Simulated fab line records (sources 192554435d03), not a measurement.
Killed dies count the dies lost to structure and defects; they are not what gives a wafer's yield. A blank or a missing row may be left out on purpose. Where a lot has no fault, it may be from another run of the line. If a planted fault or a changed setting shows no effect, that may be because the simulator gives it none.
Split-lot experiment :: flow n5-finfet :: route with 1938 steps; 7 lots, 21 wafers read

THE SPLIT ITSELF
At N5_BEOL_M11_ETCH_66 (etches SOC in N2/H2, target depth 120 nm, overetch 24 nm, time 180 s), the setting time-s was moved away from the recipe's 180 s on 8 of the 21 wafers read, by -14.8% to +9.4%. The other wafers ran this setting at the recipe's value.

The split's own step is where the reading is taken.

THE READING
SiARC_of_BEOL_M11_COAT_64.thk-nm (the simulator's own value, which no gauge read), in nm, at N5_BEOL_M11_ETCH_66 (etches SOC in N2/H2, target depth 120 nm, overetch 24 nm, time 180 s). No usual value for it is given in the file. Across the 13 wafers here that went through the recipe, the average is 22.8 nm and the standard deviation 0.15 nm.

wafer: L083.1
tool, chamber at the split: rie-diel-06, 0
time-s as run, s: 197
against the recipe: +9.4%
SiARC_of_BEOL_M11_COAT_64.thk-nm, nm: 22.2
against lot-mates on the recipe: no lot-mate on the recipe

wafer: L083.2
tool, chamber at the split: rie-diel-06, 1,0
time-s as run, s: 197
against the recipe: +9.4%
SiARC_of_BEOL_M11_COAT_64.thk-nm, nm: 22
against lot-mates on the recipe: no lot-mate on the recipe

wafer: L083.5
tool, chamber at the split: rie-diel-06, 1,0
time-s as run, s: 197
against the recipe: +9.4%
SiARC_of_BEOL_M11_COAT_64.thk-nm, nm: 22
against lot-mates on the recipe: no lot-mate on the recipe

wafer: L082.2
tool, chamber at the split: rie-diel-02, 0
time-s as run, s: 180
against the recipe: recipe
SiARC_of_BEOL_M11_COAT_64.thk-nm, nm: 22.6
against lot-mates on the recipe: -

wafer: L082.3
tool, chamber at the split: rie-diel-02, 1
time-s as run, s: 153.3
against the recipe: -14.8%
SiARC_of_BEOL_M11_COAT_64.thk-nm, nm: 23.8
against lot-mates on the recipe: +1.1

wafer: L082.4
tool, chamber at the split: rie-diel-02, 3
time-s as run, s: 180
against the recipe: recipe
SiARC_of_BEOL_M11_COAT_64.thk-nm, nm: 22.8
against lot-mates on the recipe: -

wafer: L085.1
tool, chamber at the split: rie-diel-05, 3
time-s as run, s: 156.4
against the recipe: -13.1%
SiARC_of_BEOL_M11_COAT_64.thk-nm, nm: 23.8
against lot-mates on the recipe: +1.0

wafer: L085.2
tool, chamber at the split: rie-diel-05, 1,2
time-s as run, s: 180
against the recipe: recipe
SiARC_of_BEOL_M11_COAT_64.thk-nm, nm: 22.8
against lot-mates on the recipe: -

wafer: L085.4
tool, chamber at the split: rie-diel-05, 1,2
time-s as run, s: 180
against the recipe: recipe
SiARC_of_BEOL_M11_COAT_64.thk-nm, nm: 22.8
against lot-mates on the recipe: -

wafer: L089.3
tool, chamber at the split: rie-diel-05, 2
time-s as run, s: 191.7
against the recipe: +6.5%
SiARC_of_BEOL_M11_COAT_64.thk-nm, nm: 22.4
against lot-mates on the recipe: no lot-mate on the recipe

wafer: L089.5
tool, chamber at the split: rie-diel-05, 2
time-s as run, s: 191.7
against the recipe: +6.5%
SiARC_of_BEOL_M11_COAT_64.thk-nm, nm: 22.4
against lot-mates on the recipe: no lot-mate on the recipe

wafer: L089.4
tool, chamber at the split: rie-diel-05, 0
time-s as run, s: 191.7
against the recipe: +6.5%
SiARC_of_BEOL_M11_COAT_64.thk-nm, nm: 22.2
against lot-mates on the recipe: no lot-mate on the recipe

wafer: L092.3
tool, chamber at the split: rie-diel-02, 1,0
time-s as run, s: 180
against the recipe: recipe
SiARC_of_BEOL_M11_COAT_64.thk-nm, nm: 22.8
against lot-mates on the recipe: -

wafer: L092.6
tool, chamber at the split: rie-diel-02, 1,0
time-s as run, s: 180
against the recipe: recipe
SiARC_of_BEOL_M11_COAT_64.thk-nm, nm: 22.8
against lot-mates on the recipe: -

wafer: L092.4
tool, chamber at the split: rie-diel-02, 0
time-s as run, s: 180
against the recipe: recipe
SiARC_of_BEOL_M11_COAT_64.thk-nm, nm: 22.6
against lot-mates on the recipe: -

wafer: L094.3
tool, chamber at the split: rie-diel-02, 3
time-s as run, s: 180
against the recipe: recipe
SiARC_of_BEOL_M11_COAT_64.thk-nm, nm: 23
against lot-mates on the recipe: -

wafer: L094.4
tool, chamber at the split: rie-diel-02, 3
time-s as run, s: 180
against the recipe: recipe
SiARC_of_BEOL_M11_COAT_64.thk-nm, nm: 23
against lot-mates on the recipe: -

wafer: L094.5
tool, chamber at the split: rie-diel-02, 0
time-s as run, s: 180
against the recipe: recipe
SiARC_of_BEOL_M11_COAT_64.thk-nm, nm: 22.8
against lot-mates on the recipe: -

wafer: L093.1
tool, chamber at the split: rie-diel-05, 0,1
time-s as run, s: 180
against the recipe: recipe
SiARC_of_BEOL_M11_COAT_64.thk-nm, nm: 22.8
against lot-mates on the recipe: -

wafer: L093.2
tool, chamber at the split: rie-diel-05, 0,1
time-s as run, s: 180
against the recipe: recipe
SiARC_of_BEOL_M11_COAT_64.thk-nm, nm: 22.8
against lot-mates on the recipe: -

wafer: L093.4
tool, chamber at the split: rie-diel-05, 2
time-s as run, s: 180
against the recipe: recipe
SiARC_of_BEOL_M11_COAT_64.thk-nm, nm: 22.4
against lot-mates on the recipe: -
Rows listing several chambers each stand for several wafers; the file does not say which wafer went through which chamber.

FIT RESULTS
A straight line over all 21 wafers: SiARC_of_BEOL_M11_COAT_64.thk-nm changes by -0.0729 nm for each +1% of time-s; r = -0.96; the points scatter about the line by 0.14 nm.
The same after taking each lot's own level away (the mean of its wafers on the recipe; 15 wafers): -0.0751 nm for each +1%; r = -0.96; scatter 0.12 nm.
The reading moves by 1.1 nm for the largest change in time-s, on that fit.
The span of the lots' own levels, 22.67 to 22.93 nm, comes to 1.7 times the standard deviation stated above.
Hence the lot-to-lot level has little effect on the slope; both slopes agree.
Check: +1.13 nm against its lot-mates is what the line predicts for one of the wafers moved furthest among these (-14.8%) when that wafer is left out of the fit. Against them it came out at +1.1 nm.

THE OTHER SPLITS THESE WAFERS WENT THROUGH
Note: prior to the reading, these wafers also went through further splits. Each is held against what the fit with the lots' levels taken away leaves over:
other split on the same wafers: N5_BEOL_M8_TRENCH_ETCH_37 time-s
wafers away from the commonest value: 8
r with SiARC_of_BEOL_M11_COAT_64.thk-nm (lot level and that fit taken away): -0.01

other split on the same wafers: N5_BEOL_M9_ETCH_62 time-s
wafers away from the commonest value: 5
r with SiARC_of_BEOL_M11_COAT_64.thk-nm (lot level and that fit taken away): -0.03

other split on the same wafers: N5_BEOL_M9_COAT_22 spin-rpm
wafers away from the commonest value: 8
r with SiARC_of_BEOL_M11_COAT_64.thk-nm (lot level and that fit taken away): -0.21

other split on the same wafers: N5_BEOL_M11_COAT_22 spin-rpm
wafers away from the commonest value: 9
r with SiARC_of_BEOL_M11_COAT_64.thk-nm (lot level and that fit taken away): +0.10

THE FILE'S OWN FIT
SiARC_of_BEOL_M11_COAT_64.thk-nm changes by -0.0751 nm for each +1% of time-s, r = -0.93.
